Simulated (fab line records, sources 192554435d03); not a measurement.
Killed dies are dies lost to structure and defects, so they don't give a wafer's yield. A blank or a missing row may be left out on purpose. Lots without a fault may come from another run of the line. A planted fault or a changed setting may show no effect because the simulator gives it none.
Split-lot experiment | flow n5_finfet | 7 lots, 39 wafers read, on a route of 1938 steps

THE SPLIT
At N5_DUMMY_GATE_ETCH_32 (etches SiO2 in CF4, target depth 3.5 nm, time 3.9 s), the setting time_s was moved away from the recipe's 3.9 s on 15 of the 39 wafers read, by -23.9% to -12.5%. The other wafers ran this setting at the recipe's value.

The reading is taken at the split's own step.

THE READING
etch.depth_nm (the simulator's own value, which no gauge read), in nm, at N5_DUMMY_GATE_ETCH_32 (etches SiO2 in CF4, target depth 3.5 nm, time 3.9 s). The file gives no usual value for it. The 24 wafers here that ran the recipe average 3.553 nm, standard deviation 0.068 nm.

wafer  | tool, chamber at the split | time_s as run, s | against the recipe | etch.depth_nm, nm | against lot-mates on the recipe
L079.1 | rie_si-02, 1               | 3.413            | -12.5%             | 3.08              | -0.416
L079.2 | rie_si-02, 0               | 3.9              | recipe             | 3.438             | -
L079.3 | rie_si-02, 2               | 3.9              | recipe             | 3.528             | -
L079.4 | rie_si-02, 3               | 3.413            | -12.5%             | 3.141             | -0.355
L079.5 | rie_si-02, 1               | 3.413            | -12.5%             | 3.088             | -0.408
L079.6 | rie_si-02, 2               | 3.9              | recipe             | 3.523             | -
L083.1 | rie_si-06, 3               | 3.9              | recipe             | 3.547             | -
L083.2 | rie_si-06, 1               | 3.231            | -17.2%             | 2.959             | -0.621
L083.3 | rie_si-06, 0               | 3.9              | recipe             | 3.63              | -
L083.4 | rie_si-06, 2               | 3.231            | -17.2%             | 2.754             | -0.826
L083.5 | rie_si-06, 2               | 3.231            | -17.2%             | 2.75              | -0.830
L083.6 | rie_si-06, 3               | 3.9              | recipe             | 3.563             | -
L085.1 | rie_si-02, 2               | 3.9              | recipe             | 3.524             | -
L085.2 | rie_si-02, 0               | 3.9              | recipe             | 3.506             | -
L085.3 | rie_si-02, 3               | 3.9              | recipe             | 3.6               | -
L085.4 | rie_si-02, 1               | 3.9              | recipe             | 3.555             | -
L085.5 | rie_si-02, 0               | 3.9              | recipe             | 3.46              | -
L085.6 | rie_si-02, 1               | 3.9              | recipe             | 3.526             | -
L089.1 | rie_si-06, 3               | 3.9              | recipe             | 3.513             | -
L089.2 | rie_si-06, 2               | 3.021            | -22.5%             | 2.588             | -0.981
L089.3 | rie_si-06, 1               | 3.9              | recipe             | 3.597             | -
L089.5 | rie_si-06, 1               | 3.9              | recipe             | 3.597             | -
L089.4 | rie_si-06, 0               | 3.021            | -22.5%             | 2.81              | -0.759
L089.6 | rie_si-06, 0               | 3.021            | -22.5%             | 2.817             | -0.752
L091.1 | rie_si-06, 0               | 3.405            | -12.7%             | 3.219             | -0.393
L091.2 | rie_si-06, 3               | 3.9              | recipe             | 3.557             | -
L091.3 | rie_si-06, 1               | 3.9              | recipe             | 3.645             | -
L091.4 | rie_si-06, 2               | 3.405            | -12.7%             | 2.915             | -0.697
L091.5 | rie_si-06, 0               | 3.405            | -12.7%             | 3.221             | -0.391
L091.6 | rie_si-06, 1               | 3.9              | recipe             | 3.635             | -
L093.2 | rie_si-02, 0               | 3.9              | recipe             | 3.42              | -
L093.4 | rie_si-02, 1               | 3.9              | recipe             | 3.543             | -
L093.6 | rie_si-02, 0               | 3.9              | recipe             | 3.444             | -
L097.1 | rie_si-06, 0               | 2.966            | -23.9%             | 2.808             | -0.830
L097.2 | rie_si-06, 2               | 2.966            | -23.9%             | 2.571             | -1.067
L097.3 | rie_si-06, 3               | 3.9              | recipe             | 3.621             | -
L097.4 | rie_si-06, 1               | 3.9              | recipe             | 3.604             | -
L097.5 | rie_si-06, 0               | 3.9              | recipe             | 3.689             | -
L097.6 | rie_si-06, 3               | 2.966            | -23.9%             | 2.748             | -0.890

THE FIT
A straight line over all 39 wafers: etch.depth_nm changes by +0.0367 nm for each +1% of time_s; r = +0.97; the points scatter about the line by 0.091 nm.
The same after taking each lot's own level away (the mean of its wafers on the recipe; 39 wafers): +0.0386 nm for each +1%; r = +0.97; scatter 0.083 nm.
On that fit, the largest move of time_s shifts the reading by 0.92 nm.
The lots' own levels span 3.4690 to 3.6380 nm, that is 2.5 times the standard deviation above.
So the lot-to-lot level changes the slope little: the two slopes agree.
Check: with one of the wafers moved furthest among these (-23.9%) left out of the fit, the line predicts -0.935 nm for it against its lot-mates. It came out at -0.83 nm against them.

OTHER SPLITS ON THESE WAFERS
These wafers also went through other splits before the reading. Each is held against what the fit with the lots' levels taken away leaves over:
other split on the same wafers               | wafers away from the commonest value | r with etch.depth_nm (lot level and that fit taken away)
N5_PMOS_HMC_CHANNEL_EPI_EPI_20 pressure_torr | 30                                   | -0.15
N5_FIN_SAQP_ETCH_69 target_depth_a           | 15                                   | +0.18
N5_DUMMY_GATE_ETCH_37 source_w               | 12                                   | -0.16

THE FILE'S OWN FIT
etch.depth_nm changes by +0.0385 nm for each +1% of time_s, r = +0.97.
